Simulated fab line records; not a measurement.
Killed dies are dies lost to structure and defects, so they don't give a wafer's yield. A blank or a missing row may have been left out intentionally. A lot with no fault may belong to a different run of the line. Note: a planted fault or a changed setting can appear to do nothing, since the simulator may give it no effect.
The tool behind it: which one? + flow nand-harc + 6 lots (18 wafers sampled), 1 step of a 1159-step route

## WHAT THE GAUGES READ, wafer by wafer
NHARC_A_SLIT_INSPECT_11.
| lot  | measured     | on                | raw-defect-count |
|------|--------------|-------------------|------------------|
| L449 | day 14 17:26 | defect-inspect-01 | 20 18 32         |
| L450 | day 14 19:14 | defect-inspect-01 | 18 27 16         |
| L460 | day 17 07:20 | defect-inspect-01 | 11 9 10          |
| L464 | day 18 06:43 | defect-inspect-01 | 42 31 31         |
| L465 | day 19 04:53 | defect-inspect-02 | 37 33 20         |
| L470 | day 19 19:55 | defect-inspect-01 | 19 21 12         |

## WHAT TOOL EACH LOT RAN ON (gives the tool, then ch and the chambers of the sampled wafers, and finally the start)
There is no process step in the record ahead of these readings.

## THE ANSWER, worked out from the rows above alone
Rule: the usual values come from the lots themselves. Put in order of their means at a reading, lots are off if they are a third of the lots or fewer, leave a main group of 4 or more, and stand apart from it by a gap of 3 or more times the standard deviation of the main group's means; of several such gaps the widest counts. A main group is skipped when, at the precision printed for the reading in the tables above, its means are all equal. Also off: a lot with no number at a reading for which 4 or more lots have one. The other lots that the step has rows for count as sound.
No lot is off at any reading shown: from this, nothing can be told.

## WHAT HAD BEEN PUT IN BY THE SIMULATOR
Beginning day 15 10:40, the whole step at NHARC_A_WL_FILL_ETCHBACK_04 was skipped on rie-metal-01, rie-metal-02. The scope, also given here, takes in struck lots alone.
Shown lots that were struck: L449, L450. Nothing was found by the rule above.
